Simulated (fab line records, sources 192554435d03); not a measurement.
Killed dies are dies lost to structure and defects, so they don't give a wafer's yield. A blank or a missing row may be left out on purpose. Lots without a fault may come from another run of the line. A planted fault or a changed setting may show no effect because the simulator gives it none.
A struck lot beside a sound one | flow n5_finfet | 39 steps out of a route of 1938
Sound: wafers L982.3, L982.4, L982.6. Struck: wafer L999.5. (L999.3, L999.4 of the same lot were not struck and are left out.) The cause comes at the end.
At each step with rows: each side's tool, then ch and its chambers, then its first start. Under that, the readings that differ: sound wafers | struck wafers | difference of the means | sigmas: that difference in standard deviations of wafers without a fault.
alike: readings whose means differ by less than 2 such deviations, and words and numbers that are the same on both sides. not compared: withheld readings, readings that some wafer has no value for, bounds like >300 that may hide the same value, and numbers for which the record gives no deviation and whose values overlap.
The two part at a step that has a row with sigmas, a row that says differs or no value, or rows on one side only. Numbers that don't overlap but have no deviation are shown without sigmas and don't part them. A reading that every wafer of one side lacks parts them only if that side has two wafers or more.

first, 11 steps without rows for these wafers: N5_BEOL_M2_STRIP_65 (strips in N2/H2); N5_BEOL_M2_STRIP_75 (strips in N2/H2); N5_BEOL_M2_STRIP_66 (strips in CF4); N5_BEOL_M2_HM_OPEN_17 (chemistry Cl2/BCl3, target TiN, target depth 20 nm, overetch 6 nm); N5_BEOL_M2_STRIP_19 (strips in O2); N5_BEOL_M2_COAT_67 (time 60 s, resist thk 60 nm); N5_BEOL_M2_COAT_68 (time 60 s, resist thk 12 nm); N5_BEOL_M2_COAT_76 (time 60 s, resist thk 5 nm); N5_BEOL_M2_COAT_22 (resist thk 30 nm); N5_BEOL_M2_EBR_24; N5_BEOL_M2_SOFTBAKE_23 (time 60 s).
N5_BEOL_M2_EXPOSE_25: exposes mask V1, defocus 5 nm.
  sound on euv_scanner-01 ch 0, day 6 20:47; struck on euv_scanner-01 ch 0, day 11 01:50
  alike: mask, exposure_dose_mJ_cm2
then, 2 steps without rows for these wafers: N5_BEOL_M2_PEB_26 (peb time 60 s); N5_BEOL_M2_DEVELOP_27 (develop time 30 s).
N5_BEOL_M2_CD_MEAS_28: target cd 26.2 nm, target cd y 24.1 nm.
  sound on cd_sem-01 ch 0, day 6 20:55; struck on cd_sem-03 ch 0, day 11 01:58
  reading    | sound             | struck | difference | sigmas
  cd_nm (nm) | 26.12 25.92 26.29 | 11.83  | -14.28     | -60
then, 22 steps without rows for these wafers: N5_BEOL_M2_DESCUM_33 (chemistry O2, time 7 s); N5_BEOL_M2_ETCH_77 (etches underlayer in N2/H2, target depth 6.5 nm, time 5.2 s); N5_BEOL_M2_ETCH_69 (etches SiARC in CF4, target depth 15.6 nm, time 26 s); N5_BEOL_M2_ALD_98 (deposits SiO2, target thk 2.5 nm, pulse time 1 s, co reactant pulse time 1 s); N5_BEOL_M2_ETCHBACK_99 (etches SiO2 in CHF3, target depth 5 nm, time 10.4 s); N5_BEOL_M2_ETCH_70 (etches SOC in N2/H2, target depth 80 nm, overetch 24 nm, time 130 s); N5_BEOL_M2_STRIP_71 (strips in N2/H2); N5_BEOL_M2_STRIP_78 (strips in N2/H2); N5_BEOL_M2_VIA_ETCH_34 (etches the open film in C4F6/O2, target depth 69.4 nm, time 65.9 s); N5_BEOL_M2_STRIP_83 (strips in C4F6/O2); N5_BEOL_M2_STRIP_36 (strips in N2/H2); N5_BEOL_M2_TRENCH_ETCH_37 (etches SiOC in C4F6/O2, target depth 55.555 nm, time 29.2 s); N5_BEOL_M2_ETCH_41 (etches SiCN in CH3F/O2, target depth 29.9 nm, time 52.5 s); N5_BEOL_M2_STRIP_97 (strips in N2/H2, time 10 s); N5_BEOL_M2_HM_STRIP_39 (strips TiN in peroxide tin strip, target depth 25 nm, time 158 s); N5_BEOL_M2_SRD_40 (time 30 s); N5_BEOL_M2_PRECLEAN_42 (cleans in residue remover, time 60 s); N5_BEOL_M2_SRD_43 (time 30 s); N5_BEOL_M2_DEGAS_44 (time 60 s); N5_BEOL_M2_PRE_CLEAN_45 (time 30 s); N5_BEOL_M2_ALD_84 (deposits TaN, pulse time 2 s, purge time 3 s, co reactant purge time 2 s); N5_BEOL_M2_SURFACE_TREAT_85.
N5_BEOL_M4_RC_MEAS_101:
  the record has rows for the sound wafers here (prober-02 ch 0, day 8 08:04) and none for the struck ones
-- the record jumps here: 7 days lie between the struck wafers' starts before and after (it left off in module BEOL_M4 and takes up again in module PASSIVATION, whose first step shown is number 1936 of the route) --
N5_PASSIVATION_PROBE_49:
  sound on prober-02, day 12 07:02; struck on prober-01, day 17 18:39
  reading                  | sound          | struck | difference | sigmas
  defect_limited_yield (%) | 93.1 90.7 93.1 | 0      | -92        | -54
  killed_at_M0_to_M3       | 31 45 33       | 1119   | +1083      | +99 or more
  killed_at_other          | 1 2 0          | 9      | +8         | +3
  killed_dies              | 82 110 82      | 1180   | +1089      | +54
  killed_on_rim            | 8 11 14        | 152    | +141       | +35
  sort_bin_5_function (%)  | 3.9 5.8 4.7    | 36.5   | +31.7      | +29
  sort_n_pass              | 1098 1070 1098 | 0      | -1089      | -52
  sort_yield_pct (%)       | 93.1 90.7 93.1 | 0      | -92        | -54
  alike: killed_at_M4_up, killed_at_contacts, killed_at_front_end, killed_open, killed_short, sort_bin_6_memory

WHERE THEY PART
First at N5_BEOL_M2_CD_MEAS_28; last, within this record, at N5_PASSIVATION_PROBE_49.

WHY: what the simulator had put in
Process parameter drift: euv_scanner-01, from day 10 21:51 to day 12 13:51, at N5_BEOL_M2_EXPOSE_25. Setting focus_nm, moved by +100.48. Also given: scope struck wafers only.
